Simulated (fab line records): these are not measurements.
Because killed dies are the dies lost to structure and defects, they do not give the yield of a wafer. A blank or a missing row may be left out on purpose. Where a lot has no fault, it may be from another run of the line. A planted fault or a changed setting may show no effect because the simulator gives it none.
Chamber matching | flow n5_finfet | 4 sister chambers for N5_HKMG_FIN_ETCH_86 on rie_diel-04
The step etches SOC in N2/H2, stops on TiN, target depth 393.2 nm. 20 wafers are shown with their chamber, then 10 later ones without.

## WAFERS, EACH WITH ITS CHAMBER
wafer  | chamber | drypump_motor_current_A (A) | throttle_valve_pct (%) | oes_product_au (a.u.)
L077.3 | 2       | 5.1                         | 17.47                  | 0.93
L077.4 | 3       | 5.5                         | 17.80                  | 0.80
L077.6 | 3       | 5.5                         | 17.79                  | 0.81
L078.1 | 0       | 6.3                         | 17.21                  | 0.87
L078.3 | 3       | 5.5                         | 17.80                  | 0.81
L078.5 | 0       | 6.3                         | 17.22                  | 0.87
L085.2 | 1       | 5.5                         | 17.97                  | 0.72
L085.3 | 3       | 5.5                         | 17.82                  | 0.79
L085.4 | 2       | 5.1                         | 17.48                  | 0.90
L086.2 | 3       | 5.5                         | 17.84                  | 0.79
L086.3 | 0       | 6.2                         | 17.25                  | 0.84
L086.5 | 1       | 5.5                         | 18.01                  | 0.72
L088.1 | 3       | 5.5                         | 17.83                  | 0.79
L088.3 | 0       | 6.3                         | 17.27                  | 0.84
L088.4 | 2       | 5.2                         | 17.50                  | 0.89
L092.1 | 3       | 5.5                         | 17.85                  | 0.78
L092.4 | 1       | 5.5                         | 18.02                  | 0.71
L092.6 | 3       | 5.5                         | 17.85                  | 0.78
L094.1 | 0       | 6.2                         | 17.29                  | 0.82
L094.2 | 3       | 5.5                         | 17.87                  | 0.78

SIGNATURES, as means of the wafers listed above
reading                 | chamber 0 | chamber 1 | chamber 2 | chamber 3 | scatter within a chamber
drypump_motor_current_A | 6.260     | 5.500     | 5.133     | 5.500     | 0.0342
throttle_valve_pct      | 17.2480   | 18.0000   | 17.4833   | 17.8278   | 0.0277
oes_product_au          | 0.8480    | 0.7167    | 0.9067    | 0.7922    | 0.0157
Rule: for each reading, subtract the chamber's mean from the wafer's reading, divide by that reading's scatter and square the result; add these up over the readings and take the root, which gives the wafer's distance from the chamber. If the next closest chamber is less than 2 further off than the closest, the wafer can't be placed; otherwise it belongs to the closest. The scatter: take each reading less its chamber's mean, square it, sum over the shown wafers, divide by the number of wafers less the number of chambers, and take the root.

## WAFERS MISSING THEIR CHAMBER
wafer  | drypump_motor_current_A (A) | throttle_valve_pct (%) | oes_product_au (a.u.)
L094.6 | 5.5                         | 18.02                  | 0.70
L095.1 | 6.2                         | 17.28                  | 0.82
L095.2 | 5.5                         | 18.01                  | 0.70
L095.4 | 5.5                         | 17.85                  | 0.77
L096.2 | 6.2                         | 17.29                  | 0.81
L096.4 | 5.5                         | 17.86                  | 0.77
L096.5 | 6.2                         | 17.27                  | 0.81
L097.1 | 5.5                         | 17.87                  | 0.77
L097.2 | 6.2                         | 17.28                  | 0.81
L097.5 | 6.2                         | 17.28                  | 0.81

## CHAMBER TAKEN BY EACH
wafer  | from the rows above | in truth
L094.6 | 1                   | 1
L095.1 | 0                   | 0
L095.2 | 1                   | 1
L095.4 | 3                   | 3
L096.2 | 0                   | 0
L096.4 | 3                   | 3
L096.5 | 0                   | 0
L097.1 | 3                   | 3
L097.2 | 0                   | 0
L097.5 | 0                   | 0
Correctly placed: 10 of 10. Left unplaced by these rows: 0. 0 placed wrongly.
